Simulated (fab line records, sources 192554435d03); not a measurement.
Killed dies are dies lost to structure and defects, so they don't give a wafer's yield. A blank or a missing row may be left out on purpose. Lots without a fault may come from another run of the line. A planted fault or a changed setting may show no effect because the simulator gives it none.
Split-lot experiment | flow n5_finfet | 7 lots, 21 wafers read, on a route of 1938 steps

THE SPLIT
At N5_BEOL_M8_DEP_56 (deposits SiCN from 3MS/NH3, target thk 10 nm, time 17.5 s), the setting time_s was moved away from the recipe's 17.5 s on 6 of the 21 wafers read, by -13.3% to +8.3%. The other wafers ran this setting at the recipe's value.

The reading is taken at the split's own step.

THE READING
SiCN_of_BEOL_M8_DEP_56.thk_nm (the simulator's own value, which no gauge read), in nm, at N5_BEOL_M8_DEP_56 (deposits SiCN from 3MS/NH3, target thk 10 nm, time 17.5 s). The file gives no usual value for it. The 15 wafers here that ran the recipe average 9.9 nm, standard deviation 0.14 nm.

wafer  | tool, chamber at the split | time_s as run, s | against the recipe | SiCN_of_BEOL_M8_DEP_56.thk_nm, nm | against lot-mates on the recipe
L074.1 | pecvd-03, 1,0              | 17.5             | recipe             | 10                                | -
L074.5 | pecvd-03, 1,0              | 17.5             | recipe             | 10                                | -
L074.3 | pecvd-03, 1                | 17.5             | recipe             | 10.2                              | -
L077.1 | pecvd-03, 1                | 17.5             | recipe             | 10                                | -
L077.2 | pecvd-03, 0                | 15.17            | -13.3%             | 8.4                               | -1.6
L077.4 | pecvd-03, 0                | 15.17            | -13.3%             | 8.6                               | -1.4
L076.1 | pecvd-01, 0                | 17.5             | recipe             | 9.8                               | -
L076.4 | pecvd-01, 1                | 15.36            | -12.2%             | 8.4                               | -1.4
L076.6 | pecvd-01, 0                | 15.36            | -12.2%             | 8.8                               | -1.0
L079.1 | pecvd-01, 2                | 17.5             | recipe             | 9.8                               | -
L079.2 | pecvd-01, 0                | 17.5             | recipe             | 9.6                               | -
L079.6 | pecvd-01, 0                | 17.5             | recipe             | 10                                | -
L083.1 | pecvd-03, 0,1              | 17.5             | recipe             | 10                                | -
L083.5 | pecvd-03, 0,1              | 17.5             | recipe             | 10                                | -
L083.2 | pecvd-03, 1                | 16.75            | -4.3%              | 9.6                               | -0.4
L086.2 | pecvd-03, 1,0              | 17.5             | recipe             | 10                                | -
L086.6 | pecvd-03, 1,0              | 17.5             | recipe             | 10                                | -
L086.3 | pecvd-03, 0                | 17.5             | recipe             | 9.8                               | -
L087.1 | pecvd-01, 0                | 17.5             | recipe             | 10                                | -
L087.3 | pecvd-01, 0                | 17.5             | recipe             | 10                                | -
L087.6 | pecvd-01, 0                | 18.95            | +8.3%              | 11                                | +1.0
Where a row lists several chambers, the file gives one row for several wafers and doesn't say which wafer went through which chamber.

THE FIT
A straight line over all 21 wafers: SiCN_of_BEOL_M8_DEP_56.thk_nm changes by +0.111 nm for each +1% of time_s; r = +0.98; the points scatter about the line by 0.15 nm.
The same after taking each lot's own level away (the mean of its wafers on the recipe; 21 wafers): +0.108 nm for each +1%; r = +0.98; scatter 0.12 nm.
On that fit, the largest move of time_s shifts the reading by 1.4 nm.
The lots' own levels span 9.80 to 10.07 nm, that is 2.0 times the standard deviation above.
So the lot-to-lot level changes the slope little: the two slopes agree.
Check: with one of the wafers moved furthest among these (-13.3%) left out of the fit, the line predicts -1.37 nm for it against its lot-mates. It came out at -1.6 nm against them.

OTHER SPLITS ON THESE WAFERS
These wafers also went through other splits before the reading. Each is held against what the fit with the lots' levels taken away leaves over:
other split on the same wafers | wafers away from the commonest value | r with SiCN_of_BEOL_M8_DEP_56.thk_nm (lot level and that fit taken away)
N5_BEOL_M7_DESCUM_33 time_s    | 8                                    | -0.28
N5_BEOL_M8_COAT_60 spin_rpm    | 10                                   | -0.02
N5_BEOL_M8_EXPOSE_08 dose_mj   | 9                                    | -0.35

THE FILE'S OWN FIT
SiCN_of_BEOL_M8_DEP_56.thk_nm changes by +0.108 nm for each +1% of time_s, r = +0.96.
